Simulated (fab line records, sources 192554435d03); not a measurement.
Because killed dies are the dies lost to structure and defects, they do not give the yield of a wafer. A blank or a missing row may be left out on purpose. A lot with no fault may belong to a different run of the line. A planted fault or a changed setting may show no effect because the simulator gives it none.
Comparing a struck lot with a sound one	flow n5-finfet	15 out of 1938 route steps
Sound: the wafers L852.2, L852.3, L852.6. Struck: wafer L858.1 (L858.2, L858.5, from the same lot, were not struck and are left out); the cause is given at the end.
Each step with rows lists, per side, the tool, then ch with its chambers, then its first start. Under that, the readings that differ: sound wafers	struck wafers	difference of the means	sigmas: that difference in standard deviations of wafers without a fault.
alike: a reading whose means differ by less than 2 such deviations, as well as words and numbers matching on both sides. not compared: withheld readings; readings where some wafer has no value; bounds like >300 that might hide an equal value; numbers whose values overlap and for which the record gives no deviation.
Wherever a step has rows on one side only, a row that says differs or no value, or a row with sigmas, the two part there. Numbers that have no deviation but don't overlap get no sigmas and don't part them. A reading that every wafer of one side lacks parts them only if that side has two wafers or more.

first, 8 steps without rows for these wafers: N5_MIM_TOP_LITHO_HMDS_01 (time 60 s); N5_MIM_TOP_LITHO_COAT_02; N5_MIM_TOP_LITHO_EBR_04; N5_MIM_TOP_LITHO_SOFTBAKE_03 (time 90 s); N5_MIM_TOP_LITHO_EXPOSE_05 (exposes mask MIM TOP, target cd 2000 nm); N5_MIM_TOP_LITHO_PEB_06; N5_MIM_TOP_LITHO_DEVELOP_07 (develop time 60 s); N5_MIM_TOP_LITHO_HARDBAKE_09 (time 120 s).
N5_MIM_TOP_LITHO_CD_MEAS_08: target cd 2000 nm.
  sound on cd-sem-03 ch 0, day 14 00:55; struck on cd-sem-03 ch 0, day 16 09:19
reading	sound	struck	difference	sigmas
cd-nm (nm)	2003.5 2003.1 2001.8	1997.6	-5.2	-3
N5_MIM_TOP_LITHO_OVL_MEAS_11:
  sound on overlay-02 ch 0, day 14 00:56; struck on overlay-02 ch 0, day 16 09:21
  alike: MIM_TOP_OVL
N5_MIM_TOP_LITHO_INSPECT_12: inspects for defects (macro).
  sound: defect-inspect-01 at day 14 00:58; struck: defect-inspect-02 at day 16 09:23
reading	sound	struck	difference	sigmas
raw-defect-count	0 2 2	5	+4	+2
N5_MIM_TOP_LITHO_DESCUM_10: chemistry O2, time 7.9 s.
  sound on rie-diel-04 ch 1,3, day 14 01:05; struck on rie-diel-01 ch 3, day 16 09:35
reading	sound	struck	difference	sigmas
rf-vpp-V (V)	243.8 247.3 245.1	242.4	-3.0	-2
  alike: drypump-motor-current-A, oes-product-au, showerhead-plenum-p-Torr, throttle-valve-pct
  not compared: rf-hours-counter-h
N5_MIM_TOP_ETCH_ETCH_00: etches TiN in Cl2/BCl3, target depth 38.5 nm.
  sound on rie-metal-03 ch 0,1, day 14 01:10; struck on rie-metal-02 ch 1, day 16 09:40
reading	sound	struck	difference	sigmas
bias-w (W)	126.0 125.7 126.4	92.8	-33.2	-87
model.etch.depth-nm (nm)	39.95 39.13 40.02	34.99	-4.71	
model.MIM_TOP_ETCH.feature-depth-nm (nm)	40 39.2 40	35	-5	
  alike: drypump-motor-current-A, oes-product-au, throttle-valve-pct
  not compared: rf-hours-counter-h
N5_MIM_TOP_ETCH_STRIP_01: strips in O2.
  sound on rie-diel-05 ch 0,1, day 14 01:18; struck on rie-diel-05 ch 3, day 16 09:54
  alike: drypump-motor-current-A, oes-product-au, rf-vpp-V, showerhead-plenum-p-Torr, throttle-valve-pct
  not compared: rf-hours-counter-h
N5_PASSIVATION_PROBE_49:
  sound: prober-01 at day 14 15:40; struck: prober-02 at day 16 21:35
reading	sound	struck	difference	sigmas
killed-at-other	11 5 8	2	-6	-2
  alike: defect-limited-yield, killed_at_M0_to_M3, killed_at_M4_up, killed-at-contacts, killed-at-front-end, killed-dies, killed-on-rim, killed-open, killed-short, sort_bin_5_function, sort_bin_6_memory, sort-n-pass, sort-yield-pct

== WHERE THEY PART ==
Last at N5_PASSIVATION_PROBE_49 as far as this record goes, first at N5_MIM_TOP_LITHO_CD_MEAS_08.

WHY: what had been put in by the simulator
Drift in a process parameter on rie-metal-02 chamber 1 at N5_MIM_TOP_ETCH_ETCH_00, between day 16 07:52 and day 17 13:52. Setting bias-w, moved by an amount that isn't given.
